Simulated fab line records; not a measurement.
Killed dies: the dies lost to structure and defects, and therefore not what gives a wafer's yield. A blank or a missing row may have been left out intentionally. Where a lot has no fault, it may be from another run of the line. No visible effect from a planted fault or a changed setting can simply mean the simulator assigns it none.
The same fault as seen by 2 desks ; flow n5Finfet ; each desk has only its own numbers; what lay behind them comes last

## AT THE METROLOGY DESK
What the gauges read, lot by lot, whatever tool the lot ran on: means of the sampled wafers that have a number. A lot is out of limits, marked OUT, if its mean lies more than 4 standard deviations from the usual mean; the brackets give that distance.
Columns: A = M8_RS at N5_BEOL_M8_RS_MEAS_57, usual 0.287 ohm/sq
lot;first seen here;A
L390;day 9 19:31;0.298
L391;day 9 22:25;0.288
L400;day 12 06:00;0.291
L401;day 12 12:43;0.286
L403;day 12 19:52;0.287
L402;day 13 04:58;0.294
L407;day 14 20:34;0.287
L408;day 14 20:59;0.286
L412;day 14 21:20;0.286
L409;day 14 22:49;0.289
L410;day 15 04:36;0.277
L411;day 15 22:26;0.280
Finding of this desk: none of the 12 lots has anything out of limits.

## DESK OF THE TOOL OWNER: pecvd-02
The tool's own readings at N5_BEOL_M9_ILD_DEP_00 (deposits SiCOH lowk from DEMS/porogen, target thk 308.51 nm, time 58 s): means of the sampled wafers that have a number, for each lot that ran on this tool. A lot is out of limits, marked OUT, if its mean lies more than 4 standard deviations from the usual mean; the brackets give that distance.
Columns: A = heaterPowerOuterW at N5_BEOL_M9_ILD_DEP_00, usual 130 W; B = heaterPowerW at N5_BEOL_M9_ILD_DEP_00, usual 282 W; C = showerheadPlenumPTorr at N5_BEOL_M9_ILD_DEP_00, usual 5.738 Torr; D = showerheadVppV at N5_BEOL_M9_ILD_DEP_00, usual 1373 V; E = susceptorTempC at N5_BEOL_M9_ILD_DEP_00, usual 300.01 C; F = throttleValvePct at N5_BEOL_M9_ILD_DEP_00, usual 13.9 %
lot;first seen here;A;B;C;D;E;F
L390;day 9 19:34;138;301;5.732;1371;299.92;13.9
L400;day 12 06:04;135;308;5.741;1455;295.75 (-20) OUT;14.7
L401;day 12 12:46;131;303;5.742;1418;295.60 (-21) OUT;13.8
L402;day 13 05:02;110;264;5.739;1409;295.67 (-21) OUT;14.9
Finding of this desk: L400, L401, L402 out of limits; the first was L400 at day 12 06:04, on susceptorTempC at N5_BEOL_M9_ILD_DEP_00. L390: within limits.

## ALL TOGETHER
On L400, L401, L402, at day 12 06:04, an alarm was possible from the tool owner's desk.
The metrology desk saw nothing out of limits.
The metrology desk has L400, L401, L402 on record, within its limits.
All the named lots went through N5_BEOL_M9_ILD_DEP_00 on pecvd-02.

## WHAT WAS PUT IN BY THE SIMULATOR
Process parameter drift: pecvd-02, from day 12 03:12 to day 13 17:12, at N5_BEOL_M9_ILD_DEP_00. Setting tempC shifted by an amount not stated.
Lots struck among those shown: L400, L401, L402.
How many hours passed from the start of the fault until each desk's first out-of-limits reading: the tool owner's desk, 3.
